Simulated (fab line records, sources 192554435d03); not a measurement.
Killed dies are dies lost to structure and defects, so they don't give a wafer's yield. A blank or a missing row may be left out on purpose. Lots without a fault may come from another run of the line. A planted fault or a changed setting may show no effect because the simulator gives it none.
Split-lot experiment | flow n5_finfet | 7 lots, 21 wafers read, on a route of 1938 steps

THE SPLIT
At N5_DUMMY_GATE_COAT_28 (time 60 s, resist thk 10 nm), the setting spin_rpm was moved away from the recipe's 1500 rpm on 4 of the 21 wafers read, by -8.3% to -3.9%. The other wafers ran this setting at the recipe's value.

The reading is taken at the split's own step.

THE READING
underlayer_of_DUMMY_GATE_COAT_28.thk_nm (the simulator's own value, which no gauge read), in nm, at N5_DUMMY_GATE_COAT_28 (time 60 s, resist thk 10 nm). The file gives no usual value for it.

wafer  | tool, chamber at the split | spin_rpm as run, rpm | against the recipe | underlayer_of_DUMMY_GATE_COAT_28.thk_nm, nm | against lot-mates on the recipe
L074.2 | litho_track-02, 0          | 1500                 | recipe             | 10                                          | -
L074.3 | litho_track-02, 0          | 1500                 | recipe             | 10                                          | -
L074.6 | litho_track-02, 0          | 1500                 | recipe             | 10                                          | -
L075.1 | litho_track-05, 0          | 1500                 | recipe             | 10                                          | -
L075.4 | litho_track-05, 0          | 1500                 | recipe             | 10                                          | -
L075.6 | litho_track-05, 0          | 1500                 | recipe             | 10                                          | -
L086.3 | litho_track-05, 0          | 1500                 | recipe             | 10                                          | -
L086.5 | litho_track-05, 0          | 1375                 | -8.3%              | 10.4                                        | +0.4
L086.6 | litho_track-05, 0          | 1375                 | -8.3%              | 10.4                                        | +0.4
L088.2 | litho_track-02, 0          | 1403                 | -6.5%              | 10.4                                        | +0.4
L088.3 | litho_track-02, 0          | 1500                 | recipe             | 10                                          | -
L088.6 | litho_track-02, 0          | 1500                 | recipe             | 10                                          | -
L089.1 | litho_track-02, 0          | 1500                 | recipe             | 10                                          | -
L089.4 | litho_track-02, 0          | 1500                 | recipe             | 10                                          | -
L089.6 | litho_track-02, 0          | 1441                 | -3.9%              | 10.2                                        | +0.2
L095.1 | litho_track-05, 0          | 1500                 | recipe             | 10                                          | -
L095.3 | litho_track-05, 0          | 1500                 | recipe             | 10                                          | -
L095.4 | litho_track-05, 0          | 1500                 | recipe             | 10                                          | -
L096.1 | litho_track-05, 0          | 1500                 | recipe             | 10                                          | -
L096.2 | litho_track-05, 0          | 1500                 | recipe             | 10                                          | -
L096.6 | litho_track-05, 0          | 1500                 | recipe             | 10                                          | -

THE FIT
A straight line over all 21 wafers: underlayer_of_DUMMY_GATE_COAT_28.thk_nm changes by -0.0511 nm for each +1% of spin_rpm; r = -0.99; the points scatter about the line by 0.018 nm.
The same after taking each lot's own level away (the mean of its wafers on the recipe; 21 wafers): -0.0511 nm for each +1%; r = -0.99; scatter 0.018 nm.
On that fit, the largest move of spin_rpm shifts the reading by 0.43 nm.
The lots' own levels span 10.00 to 10.00 nm.
So the lot-to-lot level changes the slope little: the two slopes agree.
Check: with one of the wafers moved furthest among these (-8.3%) left out of the fit, the line predicts +0.441 nm for it against its lot-mates. It came out at +0.4 nm against them.

OTHER SPLITS ON THESE WAFERS
These wafers also went through other splits before the reading. Each is held against what the fit with the lots' levels taken away leaves over:
other split on the same wafers            | wafers away from the commonest value | r with underlayer_of_DUMMY_GATE_COAT_28.thk_nm (lot level and that fit taken away)
N5_PMOS_HMC_CHANNEL_EPI_PEB_07 peb_time_s | 7                                    | -0.24
N5_PMOS_HMC_CHANNEL_EPI_DESCUM_14 time_s  | 10                                   | +0.26
N5_FIN_CUT_EXPOSE_05 dose_mj              | 10                                   | -0.08

THE FILE'S OWN FIT
underlayer_of_DUMMY_GATE_COAT_28.thk_nm changes by -0.0529 nm for each +1% of spin_rpm, r = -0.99.
